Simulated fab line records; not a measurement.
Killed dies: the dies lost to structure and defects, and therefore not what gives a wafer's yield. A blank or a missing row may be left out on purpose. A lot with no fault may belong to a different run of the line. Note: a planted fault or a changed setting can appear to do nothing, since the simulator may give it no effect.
Matching of chambers || flow n5-finfet || 3 sister chambers for N5_BEOL_M7_ILD_DEP_00 on pecvd-04
The step deposits SiCOH lowk from DEMS/porogen, target thk 179.75 nm, time 33.4 s. 14 wafers are shown with their chamber, then 7 later ones without.

## WAFERS, EACH WITH ITS CHAMBER
{"wafer": "L083.1", "chamber": 2, "throttle-valve-pct (%)": 12.8, "heater-power-w (W)": 283, "showerhead-plenum-p-Torr (Torr)": 5.753}
{"wafer": "L083.3", "chamber": 0, "throttle-valve-pct (%)": 13.4, "heater-power-w (W)": 311, "showerhead-plenum-p-Torr (Torr)": 5.750}
{"wafer": "L083.5", "chamber": 0, "throttle-valve-pct (%)": 13.7, "heater-power-w (W)": 319, "showerhead-plenum-p-Torr (Torr)": 5.737}
{"wafer": "L085.2", "chamber": 2, "throttle-valve-pct (%)": 13.0, "heater-power-w (W)": 267, "showerhead-plenum-p-Torr (Torr)": 5.745}
{"wafer": "L085.4", "chamber": 2, "throttle-valve-pct (%)": 12.9, "heater-power-w (W)": 271, "showerhead-plenum-p-Torr (Torr)": 5.750}
{"wafer": "L085.5", "chamber": 1, "throttle-valve-pct (%)": 14.9, "heater-power-w (W)": 220, "showerhead-plenum-p-Torr (Torr)": 5.729}
{"wafer": "L090.1", "chamber": 0, "throttle-valve-pct (%)": 13.6, "heater-power-w (W)": 316, "showerhead-plenum-p-Torr (Torr)": 5.735}
{"wafer": "L090.2", "chamber": 1, "throttle-valve-pct (%)": 14.7, "heater-power-w (W)": 244, "showerhead-plenum-p-Torr (Torr)": 5.727}
{"wafer": "L090.3", "chamber": 2, "throttle-valve-pct (%)": 12.9, "heater-power-w (W)": 285, "showerhead-plenum-p-Torr (Torr)": 5.749}
{"wafer": "L092.1", "chamber": 0, "throttle-valve-pct (%)": 13.7, "heater-power-w (W)": 323, "showerhead-plenum-p-Torr (Torr)": 5.720}
{"wafer": "L092.4", "chamber": 1, "throttle-valve-pct (%)": 14.6, "heater-power-w (W)": 272, "showerhead-plenum-p-Torr (Torr)": 5.740}
{"wafer": "L092.5", "chamber": 0, "throttle-valve-pct (%)": 14.1, "heater-power-w (W)": 338, "showerhead-plenum-p-Torr (Torr)": 5.734}
{"wafer": "L093.1", "chamber": 0, "throttle-valve-pct (%)": 13.6, "heater-power-w (W)": 337, "showerhead-plenum-p-Torr (Torr)": 5.723}
{"wafer": "L093.2", "chamber": 2, "throttle-valve-pct (%)": 13.2, "heater-power-w (W)": 263, "showerhead-plenum-p-Torr (Torr)": 5.747}

SIGNATURES (means of the wafers above)
{"reading": "throttle-valve-pct", "chamber 0": 13.683, "chamber 1": 14.733, "chamber 2": 12.960, "scatter within a chamber": 0.192}
{"reading": "heater-power-w", "chamber 0": 324.00, "chamber 1": 245.33, "chamber 2": 273.80, "scatter within a chamber": 14.6}
{"reading": "showerhead-plenum-p-Torr", "chamber 0": 5.73317, "chamber 1": 5.73200, "chamber 2": 5.74880, "scatter within a chamber": 0.00805}
Rule: distance of a wafer from a chamber = root of the sum over the readings of ((wafer's reading minus chamber's mean) / reading's scatter) squared. The wafer belongs to the nearest chamber; if the next one is less than 2 further off, it can't be placed. How the scatter is found: for the shown wafers, subtract from each reading the mean of its chamber, square and add these, divide the total by (wafers less chambers), then take the root.

## WAFERS WITHOUT THEIR CHAMBER
{"wafer": "L093.5", "throttle-valve-pct (%)": 13.0, "heater-power-w (W)": 276, "showerhead-plenum-p-Torr (Torr)": 5.752}
{"wafer": "L094.2", "throttle-valve-pct (%)": 14.4, "heater-power-w (W)": 261, "showerhead-plenum-p-Torr (Torr)": 5.732}
{"wafer": "L094.3", "throttle-valve-pct (%)": 14.1, "heater-power-w (W)": 326, "showerhead-plenum-p-Torr (Torr)": 5.730}
{"wafer": "L094.5", "throttle-valve-pct (%)": 12.7, "heater-power-w (W)": 290, "showerhead-plenum-p-Torr (Torr)": 5.737}
{"wafer": "L097.1", "throttle-valve-pct (%)": 14.8, "heater-power-w (W)": 261, "showerhead-plenum-p-Torr (Torr)": 5.717}
{"wafer": "L097.2", "throttle-valve-pct (%)": 13.7, "heater-power-w (W)": 287, "showerhead-plenum-p-Torr (Torr)": 5.724}
{"wafer": "L097.4", "throttle-valve-pct (%)": 14.7, "heater-power-w (W)": 275, "showerhead-plenum-p-Torr (Torr)": 5.720}

## THE CHAMBER EACH PASSED THROUGH
{"wafer": "L093.5", "from the rows above": 2, "in truth": 2}
{"wafer": "L094.2", "from the rows above": 1, "in truth": 1}
{"wafer": "L094.3", "from the rows above": 0, "in truth": 0}
{"wafer": "L094.5", "from the rows above": 2, "in truth": 2}
{"wafer": "L097.1", "from the rows above": 1, "in truth": 1}
{"wafer": "L097.2", "from the rows above": 0, "in truth": 0}
{"wafer": "L097.4", "from the rows above": 1, "in truth": 1}
Correct placement for 7 of the 7. Number that these rows cannot place: 0. Number placed wrongly: 0.
